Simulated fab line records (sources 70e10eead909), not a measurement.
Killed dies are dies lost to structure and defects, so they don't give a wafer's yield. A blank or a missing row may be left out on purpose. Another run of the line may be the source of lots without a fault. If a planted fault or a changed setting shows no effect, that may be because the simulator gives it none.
Chamber matching	flow nandHarc	rieDiel-04 running NHARC_A_CONTACT_DESCUM_13: 4 sister chambers
The step chemistry O2, time 3 s. 20 wafers are shown with their chamber, then 9 later ones without.

== WAFERS, EACH WITH ITS CHAMBER ==
wafer	chamber	showerheadPlenumPTorr (Torr)	drypumpMotorCurrentA (A)	rfVppV (V)
L078.1	3	1.79	4.9	56.8
L078.2	1	1.82	5.3	57.1
L078.3	0	1.93	6.4	56.9
L079.3	3	1.79	4.9	55.8
L079.4	1	1.82	5.2	55.8
L083.2	2	2.00	5.2	58.1
L083.3	1	1.82	5.3	57.5
L083.4	0	1.93	6.4	58.5
L088.4	0	1.92	6.4	57.3
L088.5	2	2.00	5.3	58.4
L088.6	1	1.82	5.2	57.6
L087.2	0	1.92	6.4	57.4
L087.3	3	1.79	4.9	57.0
L087.5	2	2.00	5.3	58.4
L086.3	0	1.92	6.4	57.6
L086.5	1	1.81	5.3	57.5
L086.6	2	2.00	5.2	59.7
L089.1	1	1.81	5.3	56.9
L089.2	3	1.79	4.9	57.5
L089.3	2	2.00	5.2	57.8

SIGNATURES, as means of the wafers listed above
reading	chamber 0	chamber 1	chamber 2	chamber 3	scatter within a chamber
showerheadPlenumPTorr	1.9240	1.8167	2.0000	1.7900	0.00398
drypumpMotorCurrentA	6.400	5.267	5.240	4.900	0.0398
rfVppV	57.540	57.067	58.480	56.775	0.677
Rule: distance of a wafer from a chamber = root of the sum over the readings of ((wafer's reading minus chamber's mean) / reading's scatter) squared. If the next closest chamber is less than 2 further off than the closest, the wafer can't be placed; otherwise it belongs to the closest. How the scatter is found: for the shown wafers, subtract from each reading the mean of its chamber, square and add these, divide the total by (wafers less chambers), then take the root.

== WAFERS WITHOUT THEIR CHAMBER ==
wafer	showerheadPlenumPTorr (Torr)	drypumpMotorCurrentA (A)	rfVppV (V)
L092.1	1.78	4.9	56.9
L092.2	1.92	6.4	56.9
L092.4	1.99	5.2	58.6
L097.1	1.78	4.9	57.3
L097.2	1.81	5.2	58.0
L097.4	1.99	5.2	58.0
L095.1	1.92	6.3	56.0
L095.2	1.81	5.3	57.5
L095.5	1.92	6.4	58.9

== EACH ONE'S CHAMBER ==
wafer	from the rows above	in truth
L092.1	3	3
L092.2	0	0
L092.4	2	2
L097.1	3	3
L097.2	1	1
L097.4	2	2
L095.1	0	0
L095.2	1	1
L095.5	0	0
Placed correctly: 9 of 9. Left unplaced by these rows: 0. Number placed wrongly: 0.
